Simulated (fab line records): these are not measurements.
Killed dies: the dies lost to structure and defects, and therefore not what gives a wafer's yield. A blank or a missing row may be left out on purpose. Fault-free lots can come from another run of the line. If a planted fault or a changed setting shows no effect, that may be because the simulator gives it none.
fab line records	flow n5Finfet
record: lots: 24	wafers: 72	lastDay: 17
route steps=1938 shown BEOL_M2@876
lots untouched by any fault: they come from a run of this same line in which no faults occurred
startH: start of the lot's first displayed wafer, in hours after the record's first day	waitH: how many hours have passed since the lot's step before this one	" the same as in the row above	L1.1+2: a single row standing in for several wafers	- no value, or no start was given	* or withheld: withheld	< > ~ a bound
route shown NAME@n: a module of which the file shows steps, and the number in the route of the first	usual: mean and standard deviation over wafers with no fault	same: alike in all rows	chamber/n: place in a boat	sites: per-site readings	_std_site: their standard deviation	_edge_site: mean of outer sites minus mean of inner sites	radiusMm: how far each site lies from the wafer's centre	mask NAME#n: copy n	behind: the most recent tool/chamber to have shaped the wafer	hold: reason for holding the lot/hours on hold/outcome of the hold	device: which transistor (n, p or np) failed to switch	end of line: the route-end tests of the same wafers	a step given without rows: its recipe and nothing more	killed: at the first sort, the dies lost to defects and structure; wafer yield is something else	map: dies across one wafer; x = killed, . = not, _ = none there
set.NAME: the run value of the setting; set.NAME@STEP: its run value at that earlier step	model.NAME: the simulator's own value behind a step, which no gauge read
one table for each step of the route and one row for each wafer, over a sample of lots
services: when a tool's chamber went out of use (startH, in hours from the record's first day, below 0 if earlier), for how many hours, and the reason
== steps ==
step: N5_BEOL_M2_CD_MEAS_28
recipe: targetCdNm: 26.2	landingEnergyEv: 500	detector: seInlens	targetCdYNm: 24.1	polarity: opening
usual: cdNm: 26.16/0.25
lot.wafer	tool	chamber	startH	waitH	cdNm
L075.2	cdSem-03	0	141.46	-	26.19
L075.5	"	0	"	"	26.61
L075.6	"	0	"	"	26.60
L076.3	cdSem-02	0	150.06	-	26.06
L076.4	"	0	"	"	26.47
L076.6	"	0	"	"	26.44
L077.2	cdSem-02	0	153.63	-	26.42
L077.4	"	0	"	"	26.11
L077.6	"	0	"	"	26.24
L074.1	cdSem-03	0	163.45	-	26.55
L074.3	"	0	"	"	26.18
L074.5	"	0	"	"	26.00
L079.1	cdSem-03	0	165.20	-	26.15
L079.3	"	0	"	"	26.04
L079.5	"	0	"	"	25.63
L078.4	cdSem-03	0	165.63	-	26.05
L078.5	"	0	"	"	26.12
L078.6	"	0	"	"	26.71
L080.2	cdSem-03	0	166.67	-	25.92
L080.3	"	0	"	"	25.85
L080.6	"	0	"	"	25.65
L081.1	cdSem-02	0	172.55	-	26.39
L081.4	"	0	"	"	25.90
L081.5	"	0	"	"	25.83
L082.2	cdSem-02	0	182.95	-	26.18
L082.4	"	0	"	"	26.67
L082.5	"	0	"	"	26.34
L083.1	cdSem-02	0	195.05	-	26.46
L083.3	"	0	"	"	26.56
L083.4	"	0	"	"	25.98
L084.1	cdSem-02	0	202.67	-	25.82
L084.2	"	0	"	"	26.05
L084.4	"	0	"	"	25.80
L085.2	cdSem-01	0	205.21	-	25.74
L085.3	"	0	"	"	26.03
L085.6	"	0	"	"	26.12
L086.2	cdSem-03	0	216.30	-	26.12
L086.4	"	0	"	"	26.35
L086.5	"	0	"	"	26.63
L087.1	cdSem-02	0	221.58	-	26.24
L087.5	"	0	"	"	26.24
L087.6	"	0	"	"	26.76
L088.4	cdSem-03	0	224.52	-	26.19
L088.5	"	0	"	"	26.24
L088.6	"	0	"	"	26.09
L089.2	cdSem-03	0	224.70	-	26.18
L089.5	"	0	"	"	26.06
L089.6	"	0	"	"	26.17
L090.2	cdSem-01	0	229.39	-	26.40
L090.3	"	0	"	"	25.86
L090.5	"	0	"	"	26.33
L091.2	cdSem-02	0	235.49	-	26.06
L091.5	"	0	"	"	26.30
L091.6	"	0	"	"	25.85
L092.2	cdSem-01	0	242.73	-	26.08
L092.4	"	0	"	"	26.44
L092.5	"	0	"	"	25.97
L093.2	cdSem-01	0	247.09	-	26.08
L093.3	"	0	"	"	26.21
L093.6	"	0	"	"	25.91
L094.2	cdSem-02	0	251.02	-	26.27
L094.3	"	0	"	"	25.87
L094.5	"	0	"	"	26.06
L096.1	cdSem-01	0	263.47	-	26.41
L096.4	"	0	"	"	25.82
L096.6	"	0	"	"	26.41
L095.2	cdSem-01	0	266.53	-	25.83
L095.4	"	0	"	"	26.09
L095.5	"	0	"	"	26.25
L097.3	cdSem-01	0	270.59	-	25.90
L097.4	"	0	"	"	25.70
L097.6	"	0	"	"	26.02
step: N5_BEOL_M2_ALD_84
recipe: material: TaN	targetThkA: *	tempC: 275	aldPrecursorFamily: PDMAT	aldCoReactant: NH3	pressureTorr: 3	carrierFlowSccm: 1500	pulseTimeS: 2	purgeTimeS: 3	coReactantPurgeTimeS: 2	coReactantPulseTimeS: 3	aldCycles: 30	precursorVesselTempC: 75	precursorVesselPressureTorr: 26.25	precursorVesselCarrierSccm: 1000
usual: chamberPressureTorr: 3.000/0.0065	heaterPowerW: 429/49
same: coReactantPulseTimeS: 3
lot.wafer	tool	chamber	startH	waitH	chamberPressureTorr	heaterPowerW
L075.2	aldMetal-04	1	145.11	0.0	3.016	362
L075.5	"	0	"	"	2.995	454
L075.6	"	1	"	"	3.004	370
L076.3	aldMetal-04	1	151.99	0.3	3.008	376
L076.4	"	3	"	"	2.996	471
L076.6	"	0	"	"	2.998	447
L077.2	aldMetal-04	2	156.27	0.1	3.001	389
L077.4	"	1	"	"	3.000	366
L077.6	"	3	"	"	2.997	465
L074.1	aldMetal-01	1	165.26	0.0	2.991	371
L074.3	"	0	"	"	3.002	498
L074.5	"	1	"	"	2.997	390
L079.1	aldMetal-02	1	170.54	0.0	2.992	329
L079.3	"	3	"	"	2.991	416
L079.5	"	1	"	"	2.993	335
L078.4	aldMetal-04	1	170.73	0.1	2.998	369
L078.5	"	2	"	"	2.988	382
L078.6	"	3	"	"	3.008	464
L080.2	aldMetal-01	3	174.39	0.3	2.997	433
L080.3	"	2	"	"	2.986	485
L080.6	"	1	"	"	3.003	384
L081.1	aldMetal-04	3	181.83	0.0	3.006	471
L081.4	"	1	"	"	2.999	366
L081.5	"	2	"	"	3.007	389
L082.2	aldMetal-02	2	186.00	0.0	2.993	431
L082.4	"	0	"	"	3.009	490
L082.5	"	3	"	"	3.004	417
L083.1	aldMetal-04	3	198.82	0.1	2.993	473
L083.3	"	2	"	"	2.987	390
L083.4	"	0	"	"	2.997	442
L084.1	aldMetal-01	2	204.30	0.0	3.009	469
L084.2	"	3	"	"	2.990	439
L084.4	"	0	"	"	2.995	514
L085.2	aldMetal-01	1	210.46	0.0	2.995	386
L085.3	"	3	"	"	3.001	438
L085.6	"	2	"	"	2.993	483
L086.2	aldMetal-02	1	220.79	0.0	3.002	330
L086.4	"	3	"	"	2.995	415
L086.5	"	3	"	"	2.993	398
L087.1	aldMetal-04	3	223.96	0.0	2.999	473
L087.5	"	3	"	"	2.998	473
L087.6	"	0	"	"	2.999	451
L088.4	aldMetal-04	0	230.05	0.2	2.998	439
L088.5	"	3	"	"	2.997	470
L088.6	"	2	"	"	3.015	391
L089.2	aldMetal-01	0	235.12	0.1	3.004	511
L089.5	"	0	"	"	2.998	509
L089.6	"	3	"	"	2.995	437
L090.2	aldMetal-04	3	241.94	0.1	3.003	450
L090.3	"	0	"	"	3.005	445
L090.5	"	3	"	"	2.993	477
L091.2	aldMetal-01	2	245.06	0.0	2.993	484
L091.5	"	1	"	"	3.002	387
L091.6	"	2	"	"	3.005	481
L092.2	aldMetal-02	2	250.69	0.1	3.004	439
L092.4	"	1	"	"	2.995	335
L092.5	"	0	"	"	2.996	489
L093.2	aldMetal-04	1	254.29	0.0	3.008	370
L093.3	"	2	"	"	3.000	379
L093.6	"	2	"	"	3.015	378
L094.2	aldMetal-02	1	262.02	0.1	3.009	339
L094.3	"	0	"	"	3.002	485
L094.5	"	3	"	"	3.001	410
L095.2	aldMetal-01	3	273.81	0.0	2.993	455
L095.4	"	1	"	"	2.996	387
L095.5	"	2	"	"	2.992	470
L096.1	aldMetal-02	2	273.92	0.0	2.992	431
L096.4	"	0	"	"	2.994	471
L096.6	"	2	"	"	3.008	428
L097.3	aldMetal-01	0	278.63	0.1	3.011	517
L097.4	"	3	"	"	3.005	435
L097.6	"	1	"	"	2.996	390
step: N5_BEOL_M2_SURFACE_TREAT_85
recipe: gas: Ar	timeS: *	ionEnergyEv: *	ionCurrentMaCm2: 0.5	pressureMtorr: *	arFlowSccm: 30
usual: throttleValvePct: *
lot.wafer	tool	chamber	startH	waitH	throttleValvePct
L075.2	pvdSputter-03	-	145.64	0.4	*
L075.5	"	-	"	"	*
L075.6	"	-	"	"	*
L076.3	pvdSputter-02	-	153.85	1.8	*
L076.4	"	-	"	"	*
L076.6	"	-	"	"	*
L077.2	pvdSputter-02	-	156.51	0.1	*
L077.4	"	-	"	"	*
L077.6	"	-	"	"	*
L074.1	pvdSputter-02	-	165.53	0.2	*
L074.3	"	-	"	"	*
L074.5	"	-	"	"	*
L079.1	pvdSputter-02	-	170.89	0.3	*
L079.3	"	-	"	"	*
L079.5	"	-	"	"	*
L078.4	pvdSputter-02	-	171.01	0.2	*
L078.5	"	-	"	"	*
L078.6	"	-	"	"	*
L080.2	pvdSputter-03	-	174.67	0.2	*
L080.3	"	-	"	"	*
L080.6	"	-	"	"	*
L081.1	pvdSputter-02	-	182.12	0.2	*
L081.4	"	-	"	"	*
L081.5	"	-	"	"	*
L082.2	pvdSputter-03	-	186.23	0.1	*
L082.4	"	-	"	"	*
L082.5	"	-	"	"	*
L083.1	pvdSputter-01	-	199.13	0.2	*
L083.3	"	-	"	"	*
L083.4	"	-	"	"	*
L084.1	pvdSputter-02	-	204.54	0.1	*
L084.2	"	-	"	"	*
L084.4	"	-	"	"	*
L085.2	pvdSputter-01	-	210.76	0.2	*
L085.3	"	-	"	"	*
L085.6	"	-	"	"	*
L086.2	pvdSputter-03	-	221.21	0.3	*
L086.4	"	-	"	"	*
L086.5	"	-	"	"	*
L087.1	pvdSputter-02	-	224.30	0.2	*
L087.5	"	-	"	"	*
L087.6	"	-	"	"	*
L088.4	pvdSputter-03	-	230.17	0.0	*
L088.5	"	-	"	"	*
L088.6	"	-	"	"	*
L089.2	pvdSputter-01	-	235.48	0.3	*
L089.5	"	-	"	"	*
L089.6	"	-	"	"	*
L090.2	pvdSputter-01	-	242.43	0.4	*
L090.3	"	-	"	"	*
L090.5	"	-	"	"	*
L091.2	pvdSputter-02	-	245.30	0.1	*
L091.5	"	-	"	"	*
L091.6	"	-	"	"	*
L092.2	pvdSputter-03	-	250.97	0.2	*
L092.4	"	-	"	"	*
L092.5	"	-	"	"	*
L093.2	pvdSputter-03	-	254.52	0.1	*
L093.3	"	-	"	"	*
L093.6	"	-	"	"	*
L094.2	pvdSputter-01	-	262.28	0.2	*
L094.3	"	-	"	"	*
L094.5	"	-	"	"	*
L095.2	pvdSputter-02	-	274.16	0.2	*
L095.4	"	-	"	"	*
L095.5	"	-	"	"	*
L096.1	pvdSputter-02	-	274.28	0.3	*
L096.4	"	-	"	"	*
L096.6	"	-	"	"	*
L097.3	pvdSputter-01	-	278.93	0.2	*
L097.4	"	-	"	"	*
L097.6	"	-	"	"	*
step: N5_BEOL_M2_SPUTTER_86
recipe: material: Cu	targetThkA: 45	tempC: -20	chamberPressurePa: 0.07	powerW: withheld	timeS: 8.29
usual: throttleValvePct: 29.6/0.85
lot.wafer	tool	chamber	startH	waitH	throttleValvePct
L075.2	pvdSputter-01	-	146.65	0.1	27.5
L075.5	"	-	"	"	29.5
L075.6	"	-	"	"	29.5
L076.3	pvdSputter-02	-	154.81	0.1	28.9
L076.4	"	-	"	"	29.6
L076.6	"	-	"	"	28.8
L077.2	pvdSputter-02	-	157.53	0.1	29.3
L077.4	"	-	"	"	29.0
L077.6	"	-	"	"	30.9
L074.1	pvdSputter-02	-	166.67	0.1	29.5
L074.3	"	-	"	"	31.0
L074.5	"	-	"	"	29.2
L079.1	pvdSputter-02	-	171.83	0.1	28.8
L079.3	"	-	"	"	30.6
L079.5	"	-	"	"	30.7
L078.4	pvdSputter-01	-	172.04	0.1	29.7
L078.5	"	-	"	"	27.4
L078.6	"	-	"	"	29.5
L080.2	pvdSputter-03	-	175.65	0.1	30.4
L080.3	"	-	"	"	29.9
L080.6	"	-	"	"	30.4
L081.1	pvdSputter-02	-	183.16	0.1	30.4
L081.4	"	-	"	"	29.5
L081.5	"	-	"	"	29.4
L082.2	pvdSputter-01	-	191.23	0.1	27.6
L082.4	"	-	"	"	29.4
L082.5	"	-	"	"	29.3
L083.1	pvdSputter-01	-	200.03	0.1	29.6
L083.3	"	-	"	"	29.9
L083.4	"	-	"	"	27.5
L084.1	pvdSputter-03	-	205.48	0.1	29.2
L084.2	"	-	"	"	30.1
L084.4	"	-	"	"	29.6
L085.2	pvdSputter-01	-	211.73	0.1	29.8
L085.3	"	-	"	"	27.6
L085.6	"	-	"	"	29.4
L086.2	pvdSputter-03	-	222.23	0.1	30.6
L086.4	"	-	"	"	30.5
L086.5	"	-	"	"	30.5
L087.1	pvdSputter-03	-	225.19	0.1	29.8
L087.5	"	-	"	"	30.0
L087.6	"	-	"	"	30.6
L088.4	pvdSputter-01	-	231.20	0.1	29.6
L088.5	"	-	"	"	29.8
L088.6	"	-	"	"	29.3
L089.2	pvdSputter-03	-	237.34	0.1	30.1
L089.5	"	-	"	"	30.5
L089.6	"	-	"	"	29.5
L090.2	pvdSputter-01	-	243.53	0.1	27.7
L090.3	"	-	"	"	29.0
L090.5	"	-	"	"	29.9
L091.2	pvdSputter-02	-	246.20	0.1	29.2
L091.5	"	-	"	"	28.9
L091.6	"	-	"	"	29.6
L092.2	pvdSputter-03	-	252.15	0.1	29.1
L092.4	"	-	"	"	30.3
L092.5	"	-	"	"	28.9
L093.2	pvdSputter-03	-	257.06	0.1	30.4
L093.3	"	-	"	"	28.9
L093.6	"	-	"	"	30.3
L094.2	pvdSputter-01	-	263.44	0.1	29.8
L094.3	"	-	"	"	29.6
L094.5	"	-	"	"	27.6
L095.2	pvdSputter-01	-	275.23	0.1	27.5
L095.4	"	-	"	"	30.1
L095.5	"	-	"	"	27.5
L096.1	pvdSputter-02	-	275.40	0.1	29.4
L096.4	"	-	"	"	29.0
L096.6	"	-	"	"	30.5
L097.3	pvdSputter-02	-	279.81	0.1	31.0
L097.4	"	-	"	"	30.6
L097.6	"	-	"	"	30.2
step: N5_BEOL_M2_ANNEAL_51
recipe: tempC: 225	timeS: 90	ambient: N2
usual: wafer_temp_C_max: 225.9/0.37
lot.wafer	tool	chamber	startH	waitH	wafer_temp_C_max
L075.2	rtpAnneal-02	0	147.99	0.1	225.8
L075.5	"	0	"	"	225.7
L075.6	"	0	"	"	225.4
L076.3	rtpAnneal-02	0	156.20	0.1	225.8
L076.4	"	0	"	"	225.6
L076.6	"	0	"	"	226.0
L077.2	rtpAnneal-02	0	158.88	0.1	225.8
L077.4	"	0	"	"	225.7
L077.6	"	0	"	"	225.8
L074.1	rtpAnneal-02	0	167.99	0.1	225.8
L074.3	"	0	"	"	225.7
L074.5	"	0	"	"	226.0
L079.1	rtpAnneal-01	0	173.13	0.1	226.2
L079.3	"	0	"	"	226.8
L079.5	"	0	"	"	226.1
L078.4	rtpAnneal-02	0	173.47	0.2	225.3
L078.5	"	0	"	"	225.9
L078.6	"	0	"	"	225.5
L080.2	rtpAnneal-02	0	177.09	0.2	225.7
L080.3	"	0	"	"	225.6
L080.6	"	0	"	"	225.6
L081.1	rtpAnneal-01	0	184.46	0.1	226.3
L081.4	"	0	"	"	226.2
L081.5	"	0	"	"	226.2
L082.2	rtpAnneal-01	0	192.57	0.1	226.4
L082.4	"	0	"	"	226.4
L082.5	"	0	"	"	226.6
L083.1	rtpAnneal-01	0	201.32	0.1	226.7
L083.3	"	0	"	"	226.4
L083.4	"	0	"	"	226.3
L084.1	rtpAnneal-02	0	206.78	0.1	225.4
L084.2	"	0	"	"	225.8
L084.4	"	0	"	"	225.6
L085.2	rtpAnneal-01	0	213.08	0.1	226.4
L085.3	"	0	"	"	225.8
L085.6	"	0	"	"	226.5
L086.2	rtpAnneal-02	0	223.57	0.1	225.6
L086.4	"	0	"	"	225.4
L086.5	"	0	"	"	225.4
L087.1	rtpAnneal-01	0	226.55	0.1	226.2
L087.5	"	0	"	"	226.0
L087.6	"	0	"	"	226.3
L088.4	rtpAnneal-02	0	232.63	0.2	225.1
L088.5	"	0	"	"	225.4
L088.6	"	0	"	"	225.4
L089.2	rtpAnneal-02	0	238.70	0.1	225.6
L089.5	"	0	"	"	226.0
L089.6	"	0	"	"	225.8
L090.2	rtpAnneal-01	0	244.87	0.1	226.3
L090.3	"	0	"	"	226.2
L090.5	"	0	"	"	226.2
L091.2	rtpAnneal-01	0	247.54	0.1	225.7
L091.5	"	0	"	"	226.1
L091.6	"	0	"	"	226.8
L092.2	rtpAnneal-02	0	253.49	0.1	225.8
L092.4	"	0	"	"	225.5
L092.5	"	0	"	"	226.1
L093.2	rtpAnneal-02	0	258.40	0.1	225.9
L093.3	"	0	"	"	225.8
L093.6	"	0	"	"	225.7
L094.2	rtpAnneal-01	0	264.78	0.1	226.3
L094.3	"	0	"	"	226.2
L094.5	"	0	"	"	226.4
L095.2	rtpAnneal-01	0	276.57	0.1	226.3
L095.4	"	0	"	"	226.4
L095.5	"	0	"	"	226.2
L096.1	rtpAnneal-02	0	276.70	0.1	225.8
L096.4	"	0	"	"	225.5
L096.6	"	0	"	"	225.5
L097.3	rtpAnneal-01	0	281.19	0.1	226.6
L097.4	"	0	"	"	226.2
L097.6	"	0	"	"	226.4
step: N5_BEOL_M2_PRE_CLEAN_60
recipe: gas: NH3/H2	timeS: 15	tempC: *	rfPowerW: 300
usual: heaterPowerW: 85/6.8
lot.wafer	tool	chamber	startH	waitH	heaterPowerW
L075.2	cvdCo-02	0	148.59	0.1	84
L075.5	"	1	"	"	81
L075.6	"	2	"	"	71
L076.3	cvdCo-01	2	156.87	0.2	89
L076.4	"	2	"	"	89
L076.6	"	1	"	"	86
L077.2	cvdCo-01	0	159.46	0.0	91
L077.4	"	1	"	"	87
L077.6	"	2	"	"	89
L074.1	cvdCo-01	1	168.62	0.0	87
L074.3	"	0	"	"	92
L074.5	"	0	"	"	92
L079.1	cvdCo-02	1	173.76	0.0	83
L079.3	"	2	"	"	71
L079.5	"	2	"	"	73
L078.4	cvdCo-01	1	174.05	0.1	85
L078.5	"	0	"	"	92
L078.6	"	2	"	"	90
L080.2	cvdCo-01	0	177.67	0.0	95
L080.3	"	2	"	"	93
L080.6	"	0	"	"	93
L081.1	cvdCo-01	2	185.09	0.0	91
L081.4	"	2	"	"	89
L081.5	"	0	"	"	93
L082.2	cvdCo-02	0	193.15	0.0	87
L082.4	"	0	"	"	88
L082.5	"	1	"	"	79
L083.1	cvdCo-02	2	201.95	0.0	73
L083.3	"	1	"	"	81
L083.4	"	1	"	"	80
L084.1	cvdCo-01	0	207.40	0.0	91
L084.2	"	2	"	"	90
L084.4	"	0	"	"	94
L085.2	cvdCo-01	1	213.66	0.0	87
L085.3	"	0	"	"	93
L085.6	"	0	"	"	92
L086.2	cvdCo-01	2	224.16	0.0	88
L086.4	"	0	"	"	95
L086.5	"	1	"	"	88
L087.1	cvdCo-01	1	227.18	0.0	86
L087.5	"	0	"	"	93
L087.6	"	2	"	"	92
L088.4	cvdCo-02	0	233.17	0.1	87
L088.5	"	2	"	"	72
L088.6	"	1	"	"	82
L089.2	cvdCo-02	0	239.32	0.1	86
L089.5	"	2	"	"	71
L089.6	"	1	"	"	81
L090.2	cvdCo-01	1	245.54	0.1	86
L090.3	"	2	"	"	88
L090.5	"	0	"	"	92
L091.2	cvdCo-01	2	248.13	0.0	90
L091.5	"	2	"	"	88
L091.6	"	1	"	"	85
L092.2	cvdCo-02	0	254.07	0.0	88
L092.4	"	0	"	"	87
L092.5	"	1	"	"	81
L093.2	cvdCo-02	2	259.46	0.0	72
L093.3	"	1	"	"	81
L093.6	"	0	"	"	85
L094.2	cvdCo-01	1	265.37	0.0	88
L094.3	"	2	"	"	92
L094.5	"	2	"	"	89
L095.2	cvdCo-02	0	277.93	0.2	84
L095.4	"	1	"	"	82
L095.5	"	0	"	"	86
L096.1	cvdCo-01	1	278.00	0.2	86
L096.4	"	0	"	"	93
L096.6	"	1	"	"	86
L097.3	cvdCo-02	1	281.74	0.0	81
L097.4	"	1	"	"	82
L097.6	"	0	"	"	87
== services ==
tool	chamber	startH	hours	kind
aldMetal-02	-	134.71	0.4	repair
cvdCo-02	0	178.70	4.6	repair
rtpAnneal-02	-	212.99	3.6	pm
cvdCo-02	-	261.61	0.6	repair
aldMetal-02	3	264.59	6.8	repair
aldMetal-02	-	274.12	2.8	pm
== key ==
fault none
